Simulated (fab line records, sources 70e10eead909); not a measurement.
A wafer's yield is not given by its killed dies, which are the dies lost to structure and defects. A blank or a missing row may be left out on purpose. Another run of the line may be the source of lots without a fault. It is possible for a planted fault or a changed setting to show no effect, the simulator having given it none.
A struck lot beside a sound one + flow nandHarc + 14 steps out of a route of 1302
Sound: these wafers, L837.2, L837.5, L837.6. Wafers L827.1, L827.5, L827.6 were the ones struck. The cause is given at the end.
For every step that has rows: the tool of each side, followed by ch and its chambers, followed by its first start. Under that, the readings that differ: sound wafers + struck wafers + difference of the means + sigmas: that difference in standard deviations of wafers without a fault.
alike: readings whose means differ by less than 2 such deviations, and words and numbers that are the same on both sides. not compared: withheld readings, readings that some wafer has no value for, bounds like >300 that may hide the same value, and numbers for which the record gives no deviation and whose values overlap.
A row with sigmas, a row that says differs or no value, or rows on one side alone: a step with any of these is where the two part. Non-overlapping numbers with no deviation appear without sigmas and do not part them. A reading that every wafer of one side lacks parts them only if that side has two wafers or more.

NHARC_A_M1_PRE_CLEAN_32: time 12 s.
  sound on pecvd-01 ch 0,2, day 29 16:25; struck on pecvd-01 ch 0,2, day 25 16:44
  alike: heaterPowerW
NHARC_A_M1_DEP_33: deposits SiCN, target thk 30 nm.
  sound on pecvd-01 ch 0,2, day 29 16:34; struck on pecvd-01 ch 0,2, day 25 16:49
  alike: heaterPowerW
NHARC_A_BONDPAD_DEP_00: deposits SiCN, target thk 250 nm.
  sound on pecvd-03 ch 0,2, day 29 17:07; struck on pecvd-03 ch 1,2, day 25 17:26
  alike: heaterPowerW
NHARC_A_BONDPAD_CMP_29: polishes SiCN, target thk 200 nm.
  sound on cmp-03 ch 0,3, day 29 17:27; struck on cmp-01 ch 2,3, day 25 17:56
  alike: motorCurrentA
NHARC_A_BONDPAD_THK_MEAS_30: measures by ellipsometry.
  sound on filmMetro-01, day 29 17:41; struck on filmMetro-01, day 25 18:10
  alike: thkNm
then, 7 steps without rows for these wafers: NHARC_A_BONDPAD_SRD_31; NHARC_A_BONDPAD_DEHYDRATE_01 (time 120 s); NHARC_A_BONDPAD_HMDS_02 (time 30 s); NHARC_A_BONDPAD_COAT_33 (time 65 s); NHARC_A_BONDPAD_COAT_03 (resist thk 600 nm); NHARC_A_BONDPAD_SOFTBAKE_04 (time 70 s); NHARC_A_BONDPAD_EBR_05.
NHARC_A_BONDPAD_EXPOSE_06: exposes mask A BPAD.
  sound on krfScanner-03 ch 0, day 29 17:58; struck on krfScanner-04, day 25 18:26
  no value came back on the struck wafers for exposureDoseMJCm2, focusOffsetNm (nm); on the sound wafers exposureDoseMJCm2 reads 36.92 36.92 36.99
  alike: mask
then, 1 step without rows for these wafers: NHARC_A_BONDPAD_PEB_07 (peb time 80 s).

== WHERE THEY PART ==
Only at NHARC_A_BONDPAD_EXPOSE_06, within this record.

WHY: what had been put in by the simulator
Whole step skipped at NHARC_A_BONDPAD_EXPOSE_06 on krfScanner-04, starting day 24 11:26. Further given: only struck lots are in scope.
